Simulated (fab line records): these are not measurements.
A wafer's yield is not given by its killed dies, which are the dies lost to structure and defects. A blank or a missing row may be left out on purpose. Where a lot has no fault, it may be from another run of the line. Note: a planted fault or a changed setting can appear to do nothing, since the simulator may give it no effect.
fab line records	flow n5_finfet
record lots=6	wafers=17	last_day=17
route steps=1938 shown BEOL_M6@1239 PASSIVATION@1936
lots that met no fault: from a run of the same line without faults
start_h: start of the lot's first displayed wafer, in hours after the record's first day	wait_h: time in hours since the lot's previous step	" repeats the value in the row above	L1.1+2: one row covering several wafers at once	- no value present, or no start provided	* or withheld: withheld	< > ~ a bound
route shown NAME@n: a module of which the file shows steps, and the number in the route of the first	usual: mean/standard deviation of fault-free wafers	same: alike in all rows	chamber/n: place in a boat	sites: readings site by site	_std_site: standard deviation across them	_edge_site: inner sites' mean taken away from outer sites' mean	radius_mm: for every site, how far away it sits from the centre of the wafer	mask NAME#n: copy n	behind: the most recent tool/chamber to have shaped the wafer	hold: why the lot was held/for how many hours/how that ended	device: which transistor (n, p or np) failed to switch	end of line: the route-end tests of the same wafers	a step given without rows: its recipe and nothing more	killed: dies that structure and defects cost at the first sort, which is not the same as the wafer's yield	map: the dies of a wafer, with x for killed, . for not killed, _ for no die there
set.NAME: the run value of the setting; set.NAME@STEP: its run value at that earlier step	model.NAME: the simulator's own value behind a step, which no gauge read
lots seen at some steps along the route; tables by step, rows by wafer
services: from which hour (start_h, from the record's first day; less than 0 if before it) a tool's chamber was out of use, for how many hours, and why
## steps
# step N5_BEOL_M6_TRENCH_ETCH_37
# recipe chemistry=C4F6/O2	target_depth_a=944.35	target=SiCOH_lowk	time_s=31.5	ion_energy_ev=250	pressure_mtorr=30	source_w=345	bias_w=185	Ar_flow_sccm=300	C4F6_flow_sccm=10	O2_flow_sccm=10
# usual O2_flow_sccm=10.001/0.03	drypump_motor_current_A=5.6/0.5	oes_product_au=0.82/0.081	rf_vpp_V=669/18	showerhead_plenum_p_Torr=2.87/0.084	throttle_valve_pct=20.68/0.29
lot.wafer	tool	chamber	start_h	wait_h	O2_flow_sccm	drypump_motor_current_A	oes_product_au	rf_hours_counter_h	rf_vpp_V	showerhead_plenum_p_Torr	throttle_valve_pct
L541.2	rie_diel-05	0	-	-	10.015	5.2	0.79	109	653	2.78	20.77
L541.4	"	0	"	"	10.049	5.3	0.79	-	654	2.78	20.76
L541.6	"	2	"	"	9.981	5.6	0.77	-	672	2.88	20.93
L548.1	rie_diel-06	2	-	-	10.007	6.4	0.70	238	635	2.72	21.59
L548.3	"	0	"	"	10.024	5.0	0.88	65	681	3.00	20.56
L548.4	"	0	"	"	9.979	5.0	0.88	-	681	3.00	20.58
L550.2	rie_diel-02	3	-	-	9.979	5.8	0.78	137	656	2.85	20.71
L550.6	"	2	"	"	9.967	5.4	0.85	-	695	2.97	20.30
L557.1	rie_diel-02	3	-	-	10.004	5.8	0.76	160	654	2.84	20.75
L557.2	"	2	"	"	9.951	5.3	0.82	85	695	2.96	20.34
L557.3	"	0	"	"	9.983	5.7	0.79	119	668	2.76	20.65
L560.2	rie_diel-05	2	-	-	9.956	5.6	0.73	162	671	2.86	20.99
L560.5	"	2	"	"	9.962	5.6	0.73	-	671	2.86	21.00
L560.6	"	1	"	"	9.967	4.9	0.83	-	646	2.76	20.27
L561.1	rie_diel-06	0	-	-	10.018	5.0	0.84	102	681	2.99	20.63
L561.2	"	1	"	"	9.984	5.1	0.88	33	646	2.78	20.57
L561.5	"	2	"	"	9.970	6.5	0.95	-	646	3.05	21.32
# step N5_BEOL_M6_ETCH_41
# recipe chemistry=CH3F/O2	target=SiCN	target_depth_a=297	taper_deg=2	time_s=52	ion_energy_ev=120	mask_material=TiN	pressure_mtorr=30	source_w=395	bias_w=75	Ar_flow_sccm=150	CH3F_flow_sccm=30	O2_flow_sccm=20
# usual O2_flow_sccm=20.00/0.056	drypump_motor_current_A=5.6/0.49	oes_product_au=0.82/0.08	rf_vpp_V=297.8/1.5	showerhead_plenum_p_Torr=2.02/0.063	throttle_valve_pct=16.09/0.28
lot.wafer	tool	chamber	start_h	wait_h	O2_flow_sccm	drypump_motor_current_A	oes_product_au	rf_hours_counter_h	rf_vpp_V	showerhead_plenum_p_Torr	throttle_valve_pct
L541.2	rie_diel-05	0	-	-	19.99	5.2	0.79	109	296.3	1.95	16.13
L541.4	"	0	"	"	20.00	5.3	0.78	-	296.4	1.95	16.14
L541.6	"	2	"	"	19.98	5.6	0.77	-	297.0	2.02	16.27
L548.1	rie_diel-06	2	-	-	20.01	6.5	0.69	238	295.8	1.90	16.98
L548.3	"	0	"	"	20.01	4.9	0.88	65	299.4	2.11	15.97
L548.4	"	0	"	"	19.92	5.0	0.87	-	298.7	2.11	15.99
L550.2	rie_diel-02	3	-	-	19.99	5.8	0.78	137	296.7	2.00	16.15
L550.6	"	2	"	"	19.99	5.3	0.85	-	300.8	2.10	15.76
L557.1	rie_diel-02	3	-	-	19.99	5.8	0.75	160	297.7	2.00	16.18
L557.2	"	2	"	"	20.04	5.3	0.83	85	300.1	2.09	15.81
L557.3	"	0	"	"	20.01	5.7	0.78	119	296.6	1.93	16.03
L560.2	rie_diel-05	2	-	-	20.02	5.6	0.74	162	297.6	2.01	16.36
L560.5	"	2	"	"	19.96	5.6	0.73	-	298.2	2.01	16.37
L560.6	"	1	"	"	20.08	4.9	0.83	-	298.2	1.94	15.73
L561.1	rie_diel-06	0	-	-	20.07	4.9	0.82	102	300.1	2.10	16.03
L561.2	"	1	"	"	20.01	5.1	0.87	33	294.8	1.95	15.96
L561.5	"	2	"	"	19.96	6.5	0.94	-	300.1	2.15	16.57
# step N5_BEOL_M6_STRIP_80
# recipe chemistry=N2/H2	time_s=10	power_w=450	temp_c=40	pressure_mtorr=20	rf_frequency_hz=6e+07	bias_power_w=7	n2_flow_sccm=200	h2_flow_sccm=200
# usual bias_power_w=7.003/0.021	drypump_motor_current_A=5.6/0.5	oes_product_au=0.82/0.081	rf_vpp_V=59.2/0.88	showerhead_plenum_p_Torr=2.56/0.086	temp_c=39.99/0.11	throttle_valve_pct=23.4/0.3
lot.wafer	tool	chamber	start_h	wait_h	bias_power_w	drypump_motor_current_A	oes_product_au	rf_hours_counter_h	rf_vpp_V	showerhead_plenum_p_Torr	temp_c	throttle_valve_pct
L541.2	rie_diel-05	0	-	-	6.954	5.3	0.80	109	57.1	2.45	39.87	23.6
L541.4	"	0	"	"	7.021	5.3	0.81	-	59.4	2.45	39.97	23.6
L541.6	"	2	"	"	6.982	5.7	0.78	-	59.5	2.55	40.08	23.5
L548.1	rie_diel-06	2	-	-	7.037	6.5	0.70	238	59.5	2.39	40.05	24.0
L548.3	"	0	"	"	7.013	5.0	0.88	65	59.6	2.69	40.01	23.2
L548.4	"	0	"	"	7.003	5.0	0.87	-	60.2	2.69	39.99	23.2
L550.2	rie_diel-02	3	-	-	6.999	5.8	0.77	137	59.7	2.55	40.04	23.5
L550.6	"	2	"	"	6.987	5.3	0.85	-	60.4	2.68	40.03	23.1
L557.1	rie_diel-02	3	-	-	7.016	5.8	0.76	160	58.4	2.54	39.95	23.6
L557.2	"	2	"	"	6.963	5.3	0.82	85	59.5	2.67	39.97	23.1
L557.3	"	0	"	"	7.035	5.7	0.78	119	58.5	2.44	39.92	23.1
L560.2	rie_diel-05	2	-	-	7.012	5.7	0.75	162	58.9	2.53	40.15	23.5
L560.5	"	2	"	"	7.019	5.7	0.74	-	58.7	2.53	39.90	23.5
L560.6	"	1	"	"	7.014	4.9	0.83	-	60.1	2.46	40.08	22.9
L561.1	rie_diel-06	0	-	-	6.997	5.0	0.82	102	58.9	2.67	39.87	23.3
L561.2	"	1	"	"	6.990	5.1	0.87	33	58.3	2.48	40.08	23.2
L561.5	"	2	"	"	7.040	6.5	0.95	-	60.0	2.70	39.90	23.9
# step N5_BEOL_M6_OCD_MEAS_38
# usual trench_depth_nm=93.8/1.9
lot.wafer	tool	chamber	start_h	wait_h	trench_depth_nm
L541.2	ocd-02	-	198.46	-	92.4
L541.4	"	-	"	"	92.2
L541.6	"	-	"	"	90.5
L548.1	ocd-01	-	230.84	-	94.3
L548.3	"	-	"	"	96.5
L548.4	"	-	"	"	96.3
L550.2	ocd-01	-	249.34	-	95.3
L550.6	"	-	"	"	93.5
L557.1	ocd-02	-	307.85	-	95.1
L557.2	"	-	"	"	93.0
L557.3	"	-	"	"	95.5
L560.2	ocd-01	-	314.88	-	90.3
L560.5	"	-	"	"	90.7
L560.6	"	-	"	"	93.1
L561.1	ocd-02	-	323.20	-	95.4
L561.2	"	-	"	"	97.9
L561.5	"	-	"	"	96.5
# step N5_BEOL_M6_HM_STRIP_39
# recipe chemistry=peroxide_tin_strip	material=TiN	target_depth_a=250	temp_c=50	time_s=158
# step N5_BEOL_M6_SRD_40
# recipe time_s=30	temp_c=23	rinse_liquid=diw	dry=ipa_marangoni
# step N5_BEOL_M6_PRECLEAN_42
# recipe chemistry=residue_remover	time_s=60	temp_c=40
# step N5_BEOL_M6_SRD_43
# recipe time_s=30	temp_c=23	rinse_liquid=diw	dry=ipa_marangoni
# step N5_BEOL_M6_CD_MEAS_35
# recipe target_cd_nm=40	target_cd_y_nm=28	polarity=opening
# usual cd_nm=40.1/0.6
lot.wafer	tool	chamber	start_h	wait_h	cd_nm
L541.2	cd_sem-01	-	198.61	0.0	41.1
L541.4	"	-	"	"	40.8
L541.6	"	-	"	"	39.8
L548.1	cd_sem-03	-	230.99	0.0	39.3
L548.3	"	-	"	"	39.8
L548.4	"	-	"	"	39.7
L550.2	cd_sem-02	-	249.49	0.0	40.7
L550.6	"	-	"	"	40.2
L557.1	cd_sem-01	-	308.00	0.0	39.2
L557.2	"	-	"	"	40.4
L557.3	"	-	"	"	39.7
L560.2	cd_sem-01	-	315.04	0.0	39.7
L560.5	"	-	"	"	38.6
L560.6	"	-	"	"	39.9
L561.1	cd_sem-01	-	323.35	0.0	40.4
L561.2	"	-	"	"	39.6
L561.5	"	-	"	"	39.2
# step N5_BEOL_M6_CURE_75
# recipe temp_c=370	time_s=120	ambient=DMADMS/He	material=SiCOH_lowk
# usual lamp_power_pct=52.31/0.054	wafer_temp_C_max=371.5/0.56
lot.wafer	tool	chamber	start_h	wait_h	lamp_power_pct	wafer_temp_C_max
L541.2	uv_cure-03	1	198.70	0.1	52.18	371.8
L541.4	"	1	"	"	52.38	371.7
L541.6	"	1	"	"	52.17	372.1
L548.1	uv_cure-02	2	231.39	0.4	52.27	370.8
L548.3	"	2	"	"	52.28	371.3
L548.4	"	2	"	"	52.34	370.6
L550.2	uv_cure-03	0	249.71	0.2	52.24	371.5
L550.6	"	0	"	"	52.33	372.0
L557.1	uv_cure-02	0	308.23	0.2	52.29	371.0
L557.2	"	0	"	"	52.29	370.4
L557.3	"	0	"	"	52.30	371.0
L560.2	uv_cure-03	0	315.13	0.1	52.33	372.4
L560.5	"	0	"	"	52.39	371.6
L560.6	"	0	"	"	52.33	371.5
L561.1	uv_cure-02	2	323.40	0.0	52.29	370.8
L561.2	"	2	"	"	52.38	370.7
L561.5	"	2	"	"	52.18	370.9
# step N5_BEOL_M6_DEGAS_44
# recipe ambient=vacuum	temp_c=250	time_s=60
# step N5_BEOL_M6_PRE_CLEAN_45
# recipe gas=H2/He	time_s=30	temp_c=250
# step N5_BEOL_M6_ALD_77
# recipe material=TaN	target_thk_a=20	temp_c=275	ald_precursor_family=PDMAT	ald_co_reactant=NH3	pressure_torr=3	carrier_flow_sccm=1500	pulse_time_s=2	purge_time_s=3	co_reactant_purge_time_s=2	co_reactant_pulse_time_s=3	ald_cycles=40	precursor_vessel_temp_c=75	precursor_vessel_pressure_torr=26.25	precursor_vessel_carrier_sccm=1000
# usual co_reactant_pulse_time_s=3/0	heater_power_w=417/44
lot.wafer	tool	chamber	start_h	wait_h	co_reactant_pulse_time_s	heater_power_w	since_wet_clean_h
L541.2	ald_metal-02	3	199.08	0.0	3	407	2939
L541.4	"	2	"	"	3	437	2939
L541.6	"	1	"	"	3	342	-
L548.1	ald_metal-02	3	232.00	0.0	3	410	2972
L548.3	"	2	"	"	1.9232	451	2972
L548.4	"	0	"	"	3	467	2972
L550.2	ald_metal-02	3	250.54	0.3	3	414	2990
L550.6	"	1	"	"	1.9232	353	-
L557.1	ald_metal-03	1	308.66	0.0	3	417	4587
L557.2	"	2	"	"	3	385	4587
L557.3	"	3	"	"	3	454	4587
L560.2	ald_metal-04	0	315.81	0.1	3	497	6133
L560.5	"	2	"	"	3	416	-
L560.6	"	1	"	"	3	374	-
L561.1	ald_metal-04	1	323.88	0.1	3	367	6141
L561.2	"	3	"	"	3	362	6141
L561.5	"	2	"	"	3	427	-
# step N5_BEOL_M6_SURFACE_TREAT_79
# recipe gas=Ar	time_s=*	ion_energy_ev=*	ion_current_ma_cm2=0.5	pressure_mtorr=*	ar_flow_sccm=30
# usual throttle_valve_pct=*
lot.wafer	tool	chamber	start_h	wait_h	throttle_valve_pct
L541.2	pvd_sputter-03	-	199.36	0.2	*
L541.4	"	-	"	"	*
L541.6	"	-	"	"	*
L548.1	pvd_sputter-03	-	232.36	0.2	*
L548.3	"	-	"	"	*
L548.4	"	-	"	"	*
L550.2	pvd_sputter-01	-	251.02	0.3	*
L550.6	"	-	"	"	*
L557.1	pvd_sputter-03	-	308.94	0.2	*
L557.2	"	-	"	"	*
L557.3	"	-	"	"	*
L560.2	pvd_sputter-03	-	316.11	0.2	*
L560.5	"	-	"	"	*
L560.6	"	-	"	"	*
L561.1	pvd_sputter-01	-	324.48	0.5	*
L561.2	"	-	"	"	*
L561.5	"	-	"	"	*
# step N5_PASSIVATION_PROBE_49
# usual defect_limited_yield=91.2/1.6	killed_at_M0_to_M3=34/11	killed_at_M4_up=14/5.7	killed_at_contacts=14/6.6	killed_at_front_end=37/10	killed_at_other=4/3.2	killed_dies=104/19	killed_open=69/13	killed_short=33/8.7	sort_bin_5_function=5.1/1	sort_bin_6_memory=3.3/0.76	sort_n_pass=1076/19	sort_yield_pct=91.2/1.6
# same gross_dies=1180	killed_at_back_side=0	sort_bin_4_leakage[%]=0	sort_bin_8_speed[%]=0
lot.wafer	tool	chamber	start_h	wait_h	defect_limited_yield[%]	killed_at_M0_to_M3	killed_at_M4_up	killed_at_contacts	killed_at_front_end	killed_at_other	killed_dies	killed_open	killed_short	sort_bin_5_function[%]	sort_bin_6_memory[%]	sort_n_pass	sort_yield_pct[%]
L548.1	prober-02	-	313.48	0.0	89.7	25	28	18	51	0	122	87	35	6.2	3.8	1058	89.7
L548.3	prober-02	-	313.58	0.1	91.5	13	16	25	44	2	100	67	32	5.3	3.0	1080	91.5
L548.4	prober-02	-	313.63	0.2	89.2	41	25	13	46	3	128	79	48	6.6	3.8	1052	89.2
L550.2	prober-01	-	331.53	0.1	88.8	46	13	28	41	4	132	87	43	6.8	4.1	1048	88.8
L550.6	prober-01	-	331.73	0.3	90.1	46	18	10	34	9	117	78	34	5.9	3.1	1063	90.1
L560.2	prober-02	-	394.98	0.1	91.4	40	19	8	35	0	102	63	33	4.6	3.7	1078	91.4
L557.1	prober-01	-	395.73	0.0	91.8	40	8	7	40	2	97	63	33	4.7	3.2	1083	91.8
L557.2	prober-01	-	395.78	0.1	90.7	33	12	14	46	5	110	76	28	5.6	2.9	1070	90.7
L557.3	prober-01	-	395.83	0.1	90.6	48	15	9	36	3	111	79	28	5.3	3.5	1069	90.6
# killed by level:class
L548.1 MOL_CONTACT_COAG:geometric_particle:open=15 FIN_SAQP:geometric_particle:open=12 BEOL_M4:geometric_particle:open=12 STI_FIN_REVEAL:geometric_particle:open=9 DUMMY_GATE:geometric_particle:open=8 GATE_CUT:geometric_particle:short=8 BEOL_M0_SAQP:geometric_particle:open=6 BEOL_M1:geometric_particle:open=5
L548.3 MOL_CONTACT_COAG:geometric_particle:open=20 FIN_SAQP:geometric_particle:short=9 STI_FIN_REVEAL:geometric_particle:open=9 FIN_SAQP:geometric_particle:open=7 DUMMY_GATE:geometric_particle:open=5 MOL_CONTACT_COAG:geometric_particle:short=5 BEOL_M2:geometric_particle:open=5 BEOL_M4:geometric_particle:open=5
L548.4 BEOL_M4:geometric_particle:open=11 MOL_CONTACT_COAG:geometric_particle:open=11 BEOL_M0_SAQP:geometric_particle:short=11 BEOL_M3:geometric_particle:open=9 STI_FIN_REVEAL:geometric_particle:open=8 GATE_CUT:geometric_particle:short=8 DUMMY_GATE:geometric_particle:open=6 BEOL_M0_SAQP:geometric_particle:open=5
L550.2 MOL_CONTACT_COAG:geometric_particle:open=24 BEOL_M0_SAQP:geometric_particle:short=13 FIN_SAQP:geometric_particle:short=11 BEOL_M0_SAQP:geometric_particle:open=11 STI_FIN_REVEAL:geometric_particle:open=10 BEOL_M2:geometric_particle:open=9 BEOL_M4:geometric_particle:open=7 DUMMY_GATE:geometric_particle:open=7
L550.6 BEOL_M0_SAQP:geometric_particle:open=15 BEOL_M3:geometric_particle:open=11 MOL_CONTACT_COAG:geometric_particle:open=9 BEOL_M0_SAQP:geometric_particle:short=8 STI_FIN_REVEAL:geometric_particle:open=7 BEOL_M1:geometric_particle:open=7 BEOL_M4:geometric_particle:open=7 FIN_SAQP:geometric_particle:open=4
L560.2 BEOL_M2:geometric_particle:open=10 FIN_SAQP:geometric_particle:open=6 MOL_CONTACT_COAG:geometric_particle:open=6 BEOL_M4:geometric_particle:open=6 BEOL_M0:geometric_particle:short=5 BEOL_M4:geometric_particle:short=4 GATE_CUT:geometric_particle:short=4 BEOL_M0_SAQP:geometric_particle:short=4
L557.1 FIN_SAQP:geometric_particle:open=13 BEOL_M3:geometric_particle:open=8 FIN_SAQP:geometric_particle:short=7 BEOL_M2:geometric_particle:open=7 MOL_CONTACT_COAG:geometric_particle:open=6 BEOL_M0_SAQP:geometric_particle:open=6 BEOL_M0_SAQP:geometric_particle:short=5 GATE_CUT:geometric_particle:short=4
L557.2 STI_FIN_REVEAL:geometric_particle:open=13 MOL_CONTACT_COAG:geometric_particle:open=12 FIN_SAQP:geometric_particle:open=9 BEOL_M1:geometric_particle:open=9 BEOL_M3:geometric_particle:open=9 HKMG_FIN:area_etch=5 GATE_CUT:geometric_particle:short=4 BEOL_M0_SAQP:geometric_particle:short=4
L557.3 BEOL_M0_SAQP:geometric_particle:open=12 BEOL_M2:geometric_particle:open=10 FIN_SAQP:geometric_particle:open=9 MOL_CONTACT_COAG:geometric_particle:open=8 BEOL_M3:geometric_particle:open=8 BEOL_M7:geometric_particle:open=6 FIN_SAQP:geometric_particle:short=4 BEOL_M1:geometric_particle:open=4
## services
tool	chamber	start_h	hours	kind
uv_cure-02	-	181.37	2.1	pm
uv_cure-02	-	188.13	2.8	pm
rie_diel-06	-	195.13	28.1	pm
rie_diel-05	3	198.03	-	clean
rie_diel-05	3	198.03	-	consumable_replace:focus_ring
rie_diel-05	3	198.03	19.4	scheduled_down
rie_diel-05	3	198.03	19.4	vent_cycle
ald_metal-02	3	213.92	3.1	repair
rie_diel-06	1	223.23	-	clean
rie_diel-06	1	223.23	-	consumable_replace:focus_ring
rie_diel-06	1	223.23	18.1	scheduled_down
rie_diel-06	1	223.23	18.1	vent_cycle
uv_cure-03	-	246.60	2.1	pm
rie_diel-05	-	250.18	0.4	repair
uv_cure-03	-	255.96	7.5	pm
uv_cure-02	-	270.70	6.3	repair
rie_diel-06	2	280.14	-	clean
rie_diel-06	2	280.14	-	consumable_replace:focus_ring
rie_diel-06	2	280.14	-	consumable_replace:showerhead
rie_diel-06	2	280.14	20.4	scheduled_down
ald_metal-04	0	289.13	2.9	repair
ald_metal-04	-	304.81	8.7	pm
pvd_sputter-03	-	309.90	0.8	repair
uv_cure-02	-	310.48	1.0	pm
## key
first_sign step=N5_BEOL_M6_ALD_77	reading=co_reactant_pulse_time_s	direction=down	sigmas=99+	usual=*	struck=*
effect none on later readings
met_at N5_BEOL_M6_ALD_77
struck_wafers L548.3,L550.6
onset_between 199.08 232.00
fault kind=process_parameter_drift	tool=ald_metal-02	chamber=-	onset_h=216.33	steps=N5_BEOL_M6_ALD_77	channel=co_reactant_pulse_time_s	offset=*	shape=step	end_h=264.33	scope=struck_wafers_only	acts_in=*	stated=*
